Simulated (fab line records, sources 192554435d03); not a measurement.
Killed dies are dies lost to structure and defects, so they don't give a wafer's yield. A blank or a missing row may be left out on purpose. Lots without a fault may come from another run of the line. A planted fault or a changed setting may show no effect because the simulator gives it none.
fab line records | flow n5_finfet
record lots=14 wafers=38 last_day=18
route steps=1938 shown SD_EPI_N@287 SD_EPI_P@306 PASSIVATION@1936
lots that met no fault: from a run of the same line without faults
start_h: hours from the record's first day to the start of the lot's first wafer shown | wait_h: hours since the lot's step before | " the same as in the row above | L1.1+2: a row that stands for several wafers | - no value, or no start given | * or withheld: withheld | < > ~ a bound
route shown NAME@n: a module of which the file shows steps, and the number in the route of the first | usual: mean/standard deviation of fault-free wafers | same: alike in all rows | chamber/n: place in a boat | sites: the reading at each site | _std_site: their standard deviation | _edge_site: outer sites' mean less inner sites' | radius_mm: how far each site lies from the wafer's centre | mask NAME#n: copy n | behind: the tool/chamber that last shaped the wafer | hold: why the lot was held/for how many hours/how that ended | device: the transistor (n, p or np) that didn't switch | end of line: the same wafers' tests at the end of the route | a step without rows: its recipe alone | killed: dies lost to structure and defects at the first sort, not the wafer's yield | map: a wafer's dies, x killed, . not, _ none there
set.NAME: the setting as run; set.NAME@STEP: as run at that earlier step | model.NAME: the simulator's own value behind a step, which no gauge read
steps of the route over a sample of lots; a table a step, a row a wafer
services: from which hour (start_h, from the record's first day; less than 0 if before it) a tool's chamber was out of use, for how many hours, and why
## steps
# step N5_SD_EPI_N_VAPOR_ETCH_50
# recipe chemistry=HCl target=Si temp_c=775 time_s=54 pressure_torr=20 mode=isotropic
# usual chamber_pressure_Torr=20.01/0.051 lamp_inner_pct=21.4/2.7 throttle_valve_pct=11.66/0.22
# columns lot.wafer tool chamber start_h wait_h chamber_pressure_Torr lamp_inner_pct throttle_valve_pct
L256.3 epi_rpcvd-01 0 56.04 0.2 20.01 25.7 11.92
L256.4 " 0 " " 20.06 25.7 11.94
L256.6 " 0 " " 20.04 25.3 11.92
L258.1 epi_rpcvd-02 0 69.43 0.3 20.06 19.7 11.38
L258.3 " 0 " " 20.02 19.5 11.31
L258.6 " 0 " " 19.98 19.7 11.47
L260.1 epi_rpcvd-01 0 82.06 0.4 19.97 25.4 11.89
L260.3 " 0 " " 20.02 25.6 12.07
L261.4 epi_rpcvd-02 0 86.77 0.3 20.00 19.6 11.58
L261.5 " 0 " " 20.05 19.8 11.65
L262.1 epi_rpcvd-01 0 96.16 0.4 20.03 25.4 11.60
L262.3 " 0 " " 20.01 25.4 11.93
L262.6 " 0 " " 20.00 25.7 11.74
L265.2 epi_rpcvd-02 0 110.97 0.4 20.00 19.8 11.55
L265.5 " 0 " " 20.04 19.6 11.37
L265.6 " 0 " " 20.02 19.6 11.57
L269.2 epi_rpcvd-02 0 133.76 0.4 20.06 19.7 11.42
L269.3 " 0 " " 19.95 19.6 11.14
L270.1 epi_rpcvd-04 0 145.64 0.3 19.95 19.6 11.69
L270.3 " 0 " " 20.08 19.7 11.56
L270.5 " 0 " " 19.91 19.8 11.59
L271.1 epi_rpcvd-02 0 148.12 0.4 19.93 19.7 11.55
L271.2 " 0 " " 19.93 19.9 11.45
L271.6 " 0 " " 19.95 19.4 11.37
L272.1 epi_rpcvd-01 0 153.19 0.3 19.99 25.3 12.15
L272.4 " 0 " " 20.04 25.8 11.53
L272.5 " 0 " " 19.97 25.6 11.84
L275.2 epi_rpcvd-04 0 174.29 0.3 20.10 19.9 11.69
L275.4 " 0 " " 20.02 19.6 11.74
L276.4 epi_rpcvd-04 0 179.61 0.2 19.96 19.7 11.95
L276.5 " 0 " " 19.99 20.0 11.72
L276.6 " 0 " " 19.98 19.6 11.85
L277.1 epi_rpcvd-01 0 184.65 0.3 20.02 25.9 11.72
L277.3 " 0 " " 20.03 25.9 11.76
L277.5 " 0 " " 19.98 25.7 11.69
L278.2 epi_rpcvd-04 0 191.18 0.3 20.01 19.6 11.75
L278.3 " 0 " " 20.08 19.7 11.69
L278.6 " 0 " " 20.03 19.8 11.80
# step N5_SD_EPI_P_DESCUM_14
# recipe chemistry=O2 time_s=7.9 source_power_w=50 bias_power_w=20 pressure_mtorr=20 rf_frequency_hz=2.712e+07 temp_c=40 resist=CAR-ArF-block o2_flow_sccm=225
# usual drypump_motor_current_A=5.6/0.31 oes_product_au=0.74/0.067 rf_vpp_V=243.3/1.2 showerhead_plenum_p_Torr=2.09/0.062 temp_c=40.00/0.096 throttle_valve_pct=20.41/0.23
# columns lot.wafer tool chamber start_h wait_h drypump_motor_current_A oes_product_au rf_hours_counter_h rf_vpp_V showerhead_plenum_p_Torr temp_c throttle_valve_pct
L256.3 rie_diel-04 1 58.92 0.0 5.9 0.77 134 244.4 2.17 40.02 20.16
L256.4 " 3 " " 5.5 0.74 187 241.8 2.00 39.93 20.70
L256.6 " 0 " " 5.7 0.75 - 243.3 2.09 39.96 20.79
L258.1 rie_diel-04 3 72.88 0.3 5.5 0.73 191 242.5 2.00 40.05 20.71
L258.3 " 0 " " 5.7 0.75 154 244.3 2.09 40.09 20.80
L258.6 " 0 " " 5.7 0.74 - 242.8 2.09 39.97 20.79
L260.1 rie_diel-02 3 85.49 0.0 5.5 0.67 229 243.5 2.05 39.99 20.67
L260.3 " 0 " " 5.3 0.75 159 242.1 2.01 39.82 20.45
L261.4 rie_diel-05 0 90.91 0.0 5.3 0.75 144 243.9 2.07 40.16 20.16
L261.5 " 3 " " 6.3 0.66 - 239.9 1.97 39.88 20.79
L262.1 rie_diel-02 1 100.16 0.2 5.8 0.70 209 246.3 2.17 39.69 20.49
L262.3 " 3 " " 5.5 0.66 233 242.4 2.05 39.99 20.69
L262.6 " 1 " " 5.9 0.69 - 244.7 2.17 40.00 20.47
L265.2 rie_diel-04 1 114.38 0.0 5.9 0.75 148 244.4 2.16 40.09 20.17
L265.5 " 1 " " 5.9 0.76 - 244.0 2.16 40.13 20.18
L265.6 " 2 " " 5.8 0.69 - 242.7 2.06 39.95 20.25
L269.2 rie_diel-04 2 137.15 0.0 5.8 0.68 233 241.4 2.05 40.18 20.25
L269.3 " 1 " " 5.9 0.75 156 246.1 2.16 40.10 20.19
L270.1 rie_diel-04 0 149.75 1.0 5.7 0.73 176 242.3 2.08 39.92 20.82
L270.3 " 3 " " 5.5 0.72 210 240.8 1.99 39.99 20.76
L270.5 " 0 " " 5.7 0.73 - 242.5 2.08 39.94 20.82
L271.1 rie_diel-05 0 152.04 0.0 5.3 0.74 162 244.4 2.07 39.99 20.18
L271.2 " 2 " " 5.9 0.74 147 242.9 2.08 39.97 20.17
L271.6 " 2 " " 5.9 0.73 - 243.7 2.08 39.90 20.17
L272.1 rie_diel-05 2 156.44 0.2 5.9 0.73 150 242.7 2.08 39.92 20.18
L272.4 " 2 " " 5.9 0.73 - 243.0 2.08 40.07 20.19
L272.5 " 1 " " 5.1 0.85 - 243.6 2.14 39.85 20.22
L275.2 rie_diel-05 2 177.14 0.0 5.9 0.73 159 241.1 2.08 39.94 20.18
L275.4 " 1 " " 5.1 0.85 41 244.3 2.13 40.09 20.25
L276.4 rie_diel-02 2 183.10 0.6 5.7 0.67 - 243.1 2.14 39.90 20.43
L276.5 " 3 " " 5.5 0.65 - 241.8 2.04 39.99 20.74
L276.6 " 1 " " 5.8 0.67 - 243.7 2.16 39.97 20.53
L277.1 rie_diel-05 3 188.46 0.0 6.3 0.96 8 244.7 2.22 40.04 20.38
L277.3 " 2 " " 5.9 0.73 162 243.2 2.08 39.88 20.21
L277.5 " 2 " " 5.9 0.73 - 243.8 2.08 40.01 20.20
L278.2 rie_diel-02 0 194.17 0.0 5.3 0.72 187 242.8 2.00 40.00 20.50
L278.3 " 1 " " 5.9 0.67 241 243.0 2.16 40.09 20.52
L278.6 " 1 " " 5.9 0.67 - 244.5 2.16 40.04 20.50
# step N5_SD_EPI_P_VAPOR_ETCH_44
# recipe chemistry=NF3/Ar target=SiGe30 temp_c=25 time_s=3.3 mode=isotropic
# usual susceptor_temp_C=25.00/0.12 time_s=3.3/0
# columns lot.wafer tool chamber start_h wait_h susceptor_temp_C time_s
L256.3 epi_rpcvd-04 0 60.15 0.1 25.13 3.3
L256.4 " 0 " " 25.08 3.3
L256.6 " 0 " " 25.19 3.3
L258.1 epi_rpcvd-02 0 74.05 0.1 24.91 3.3
L258.3 " 0 " " 25.17 3.3
L258.6 " 0 " " 24.95 3.3
L260.1 epi_rpcvd-04 0 86.66 0.1 24.97 3.3
L260.3 " 0 " " 24.77 3.3
L261.4 epi_rpcvd-04 0 92.17 0.1 25.00 3.3
L261.5 " 0 " " 24.99 3.3
L262.1 epi_rpcvd-03 0 101.39 0.2 25.04 3.3
L262.3 " 0 " " 24.99 3.3
L262.6 " 0 " " 24.91 3.3
L265.2 epi_rpcvd-04 0 115.58 0.1 25.14 3.3
L265.5 " 0 " " 25.02 3.3
L265.6 " 0 " " 24.96 3.3
L269.2 epi_rpcvd-04 0 138.35 0.1 25.25 3.3
L269.3 " 0 " " 25.09 3.3
L270.1 epi_rpcvd-03 - 150.98 0.2 - -
L270.3 " - " " - -
L270.5 " - " " - -
L271.1 epi_rpcvd-02 - 153.27 0.2 - -
L271.2 " - " " - -
L271.6 " - " " - -
L272.1 epi_rpcvd-03 - 157.75 0.3 - -
L272.4 " - " " - -
L272.5 " - " " - -
L275.2 epi_rpcvd-02 0 178.34 0.1 24.97 3.3
L275.4 " 0 " " 24.95 3.3
L276.4 epi_rpcvd-04 0 184.34 0.1 24.92 3.3
L276.5 " 0 " " 24.99 3.3
L276.6 " 0 " " 24.89 3.3
L277.1 epi_rpcvd-02 0 189.63 0.1 24.85 3.3
L277.3 " 0 " " 24.71 3.3
L277.5 " 0 " " 24.88 3.3
L278.2 epi_rpcvd-02 0 195.37 0.1 25.11 3.3
L278.3 " 0 " " 25.05 3.3
L278.6 " 0 " " 25.08 3.3
# step N5_PASSIVATION_PROBE_49
# usual killed_at_M0_to_M3=35/11 killed_at_M4_up=14/5.4 killed_at_contacts=13/6 killed_at_front_end=38/11 killed_at_other=3.4/2.6 killed_dies=104/19 killed_open=68/13 killed_short=34/8.5
# same gross_dies=1180 killed_at_back_side=0
# columns lot.wafer tool chamber start_h wait_h killed_at_M0_to_M3 killed_at_M4_up killed_at_contacts killed_at_front_end killed_at_other killed_dies killed_open killed_short
L262.1 prober-01 - 333.48 0.0 25 10 8 43 5 91 66 17
L262.3 prober-01 - 333.58 0.1 54 8 12 46 0 120 67 52
L262.6 prober-01 - 333.73 0.3 30 7 7 42 0 86 59 23
L265.2 prober-02 - 355.92 0.1 31 11 11 39 4 96 72 23
L265.5 prober-02 - 356.07 0.2 44 21 7 44 5 121 82 39
L265.6 prober-02 - 356.12 0.3 57 23 12 50 4 146 95 49
L271.1 prober-01 - 396.43 0.0 40 13 21 67 2 143 89 51
L271.2 prober-01 - 396.48 0.1 44 17 4 51 1 117 81 35
L271.6 prober-01 - 396.68 0.3 36 23 24 56 1 140 100 38
L272.4 prober-01 - 410.38 0.2 38 17 19 48 1 123 77 35
# killed by level:class
L262.1 FIN_SAQP:geometric_particle:open=12 HKMG_FIN:area_etch=8 STI_FIN_REVEAL:geometric_particle:open=7 MOL_CONTACT_COAG:geometric_particle:open=7 BEOL_M2:geometric_particle:open=7 BEOL_M0_SAQP:geometric_particle:open=6 GATE_CUT:geometric_particle:open=5 BEOL_M1:geometric_particle:open=5
L262.3 BEOL_M0_SAQP:geometric_particle:short=20 BEOL_M0_SAQP:geometric_particle:open=12 FIN_SAQP:geometric_particle:open=10 STI_FIN_REVEAL:geometric_particle:open=8 GATE_CUT:geometric_particle:short=8 BEOL_M1:geometric_particle:open=8 FIN_SAQP:geometric_particle:short=7 MOL_CONTACT_COAG:geometric_particle:open=6
L262.6 FIN_SAQP:geometric_particle:open=10 BEOL_M1:geometric_particle:open=9 STI_FIN_REVEAL:geometric_particle:open=8 GATE_CUT:geometric_particle:short=8 BEOL_M2:geometric_particle:open=8 BEOL_M0_SAQP:geometric_particle:short=7 STARTING-WAFER:geometric_particle:open=5 MOL_CONTACT_COAG:geometric_particle:open=5
L265.2 BEOL_M0_SAQP:geometric_particle:open=11 MOL_CONTACT_COAG:geometric_particle:open=9 DUMMY_GATE:geometric_particle:open=8 FIN_SAQP:geometric_particle:open=5 STI_FIN_REVEAL:geometric_particle:open=5 STARTING-WAFER:geometric_particle:short=5 GATE_CUT:geometric_particle:short=4 GATE_CUT:geometric_particle:open=4
L265.5 FIN_SAQP:geometric_particle:open=15 STI_FIN_REVEAL:geometric_particle:open=10 FIN_SAQP:geometric_particle:short=9 BEOL_M0_SAQP:geometric_particle:open=9 BEOL_M2:geometric_particle:open=8 BEOL_M0_SAQP:geometric_particle:short=7 BEOL_M4:geometric_particle:open=7 MOL_CONTACT_COAG:geometric_particle:open=6
L265.6 FIN_SAQP:geometric_particle:open=12 BEOL_M0_SAQP:geometric_particle:short=11 MOL_CONTACT_COAG:geometric_particle:open=10 BEOL_M2:geometric_particle:open=9 FIN_SAQP:geometric_particle:short=8 BEOL_M0_SAQP:geometric_particle:open=8 BEOL_M1:geometric_particle:open=8 BEOL_M5:geometric_particle:open=8
L271.1 FIN_SAQP:geometric_particle:open=19 BEOL_M0_SAQP:geometric_particle:open=15 FIN_SAQP:geometric_particle:short=14 MOL_CONTACT_COAG:geometric_particle:open=13 GATE_CUT:geometric_particle:short=9 MOL_CONTACT_COAG:geometric_particle:short=8 BEOL_M4:geometric_particle:open=7 BEOL_M3:geometric_particle:open=7
L271.2 FIN_SAQP:geometric_particle:open=18 BEOL_M2:geometric_particle:open=15 STI_FIN_REVEAL:geometric_particle:open=9 FIN_SAQP:geometric_particle:short=7 BEOL_M0_SAQP:geometric_particle:open=7 BEOL_M0_SAQP:geometric_particle:short=6 BEOL_M4:geometric_particle:open=5 BEOL_M0:geometric_particle:short=5
L271.6 MOL_CONTACT_COAG:geometric_particle:open=20 FIN_SAQP:geometric_particle:open=19 BEOL_M4:geometric_particle:open=17 FIN_SAQP:geometric_particle:short=12 BEOL_M0_SAQP:geometric_particle:short=9 BEOL_M0_SAQP:geometric_particle:open=9 GATE_CUT:geometric_particle:open=8 BEOL_M1:geometric_particle:open=8
L272.4 MOL_CONTACT_COAG:geometric_particle:open=16 STI_FIN_REVEAL:geometric_particle:open=10 HKMG_FIN:area_etch=10 BEOL_M0:geometric_particle:open=9 BEOL_M2:geometric_particle:open=9 GATE_CUT:geometric_particle:short=6 BEOL_M4:geometric_particle:open=6 BEOL_M3:geometric_particle:open=6
## services
# columns tool chamber start_h hours kind
rie_diel-05 1 36.36 - clean
rie_diel-05 1 36.36 - consumable_replace:focus_ring
rie_diel-05 1 36.36 11.8 scheduled_down
rie_diel-05 1 36.36 11.8 vent_cycle
rie_diel-05 2 115.35 6.4 repair
rie_diel-04 3 129.24 4.7 repair
rie_diel-05 3 129.79 4.6 repair
rie_diel-05 3 150.30 - clean
rie_diel-05 3 150.30 - consumable_replace:focus_ring
rie_diel-05 3 150.30 - consumable_replace:showerhead
rie_diel-05 3 150.30 14.0 scheduled_down
rie_diel-05 3 150.30 14.0 vent_cycle
rie_diel-02 3 158.29 9.1 repair
rie_diel-02 3 186.90 - clean
rie_diel-02 3 186.90 - consumable_replace:focus_ring
rie_diel-02 3 186.90 19.3 scheduled_down
rie_diel-02 3 186.90 19.3 vent_cycle
rie_diel-02 1 189.70 2.6 repair
rie_diel-04 2 193.49 - clean
rie_diel-04 2 193.49 - consumable_replace:focus_ring
rie_diel-04 2 193.49 13.0 scheduled_down
rie_diel-04 2 193.49 13.0 vent_cycle
## key
first_sign step=N5_SD_EPI_P_VAPOR_ETCH_44 reading=tool_record direction=missing
effect none on later readings
met_at N5_SD_EPI_P_VAPOR_ETCH_44
struck_lots L270,L271,L272
tester_left_out L270,L271,L272
baseline_loss step=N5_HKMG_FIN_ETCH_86 wafers=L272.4
not_acting_at N5_SD_EPI_N_VAPOR_ETCH_50,N5_SD_EPI_P_DESCUM_14
onset_between 101.39 150.98
fault kind=skipped_step_whole tool=epi_rpcvd-02,epi_rpcvd-03 chamber=- onset_h=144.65 steps=N5_SD_EPI_P_VAPOR_ETCH_44 scope=struck_lots_only
# tester_left_out: of these lots the tester's yield and bins aren't shown, on N5 and GAA mostly nor the transistor test; their killed dies are dies lost to structure and defects alone, not to doping, threshold or leakage, so they don't give the yield
# baseline_loss: these wafers lose ten dies or more at that step, a loss of the line's own and not of a fault; the sort's usual values leave them out
